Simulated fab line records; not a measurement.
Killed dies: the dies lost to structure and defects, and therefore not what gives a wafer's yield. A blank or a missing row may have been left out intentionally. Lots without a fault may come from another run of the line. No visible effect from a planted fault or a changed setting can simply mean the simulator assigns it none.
Split-lot trial	flow n5-finfet	on a route of 1938 steps: 7 lots, 21 wafers read

## ABOUT THE SPLIT
At N5_ZERO_LAYER_ETCH_18 (etches Si in HBr/Cl2, target depth 120 nm, time 40 s), the setting icp-w was moved away from the recipe's 800 W on 6 of the 21 wafers read, by -14.6% to +18.0%. The other wafers ran this setting at the recipe's value.

Reading taken at the split's own step.

## THE READING
ZERO_LAYER.feature-depth-nm (the simulator's own value, which no gauge read), in nm, at N5_ZERO_LAYER_ETCH_18 (etches Si in HBr/Cl2, target depth 120 nm, time 40 s). There is no usual value for it anywhere in the file. Here, 15 wafers ran the recipe; their average is 120.1 nm with a standard deviation of 1.5 nm.

wafer	tool, chamber at the split	icp-w as run, W	against the recipe	ZERO_LAYER.feature-depth-nm, nm	against lot-mates on the recipe
L077.1	rie-si-01, 2	800	recipe	119.1	-
L077.2	rie-si-01, 1	848.2	+6.0%	123.9	+3.9
L077.5	rie-si-01, 1	800	recipe	120.9	-
L079.4	rie-si-02, 3	682.9	-14.6%	110.1	-7.8
L079.5	rie-si-02, 3	800	recipe	118.3	-
L079.6	rie-si-02, 0	800	recipe	117.6	-
L082.1	rie-si-01, 2	800	recipe	118.5	-
L082.4	rie-si-01, 1	800	recipe	121.3	-
L082.5	rie-si-01, 1	800	recipe	120.2	-
L086.1	rie-si-01, 1	800	recipe	122.8	-
L086.3	rie-si-01, 0	800	recipe	120.8	-
L086.5	rie-si-01, 0	943.9	+18.0%	130.6	+8.8
L087.2	rie-si-01, 2	888.5	+11.1%	125.2	no lot-mate on the recipe
L087.3	rie-si-01, 3	888.5	+11.1%	128.8	no lot-mate on the recipe
L087.5	rie-si-01, 2	888.5	+11.1%	125.8	no lot-mate on the recipe
L093.1	rie-si-04, 0	800	recipe	121	-
L093.5	rie-si-04, 3	800	recipe	118.5	-
L093.6	rie-si-04, 0	800	recipe	120.5	-
L097.1	rie-si-02, 2	800	recipe	121.8	-
L097.4	rie-si-02, 1	800	recipe	121.2	-
L097.6	rie-si-02, 3	800	recipe	119	-

FIT RESULTS
A straight line over all 21 wafers: ZERO_LAYER.feature-depth-nm changes by +0.615 nm for each +1% of icp-w; r = +0.94; the points scatter about the line by 1.5 nm.
The same after taking each lot's own level away (the mean of its wafers on the recipe; 18 wafers): +0.517 nm for each +1%; r = +0.95; scatter 1 nm.
That fit puts the effect of the largest move of icp-w on the reading at 9.3 nm.
Measured against the standard deviation above, the lots' own levels, which go from 117.95 to 121.80 nm, span 2.6 times it.
So the lot-to-lot level changes the slope: the two fits differ.
Check: +10 nm against its lot-mates is what the line predicts for one of the wafers moved furthest among these (+18.0%) when that wafer is left out of the fit. Against them it came out at +8.8 nm.

## THE WHOLE CHAIN: every reading that the file lists as answering this split, in the file's order
step	what it does	reading	change (the file's fit)	r (the file's)
N5_ZERO_LAYER_ETCH_18	etches Si in HBr/Cl2, target depth 120 nm, time 40 s	etch.depth-nm (the simulator's own value, which no gauge read)	+0.516 nm for each +1% of the setting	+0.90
N5_ZERO_LAYER_ETCH_18	etches Si in HBr/Cl2, target depth 120 nm, time 40 s	ZERO_LAYER.feature-depth-nm (the simulator's own value, which no gauge read)	+0.516 nm for each +1% of the setting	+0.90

## THE FILE'S OWN FIT
ZERO_LAYER.feature-depth-nm changes by +0.516 nm for each +1% of icp-w, r = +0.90.
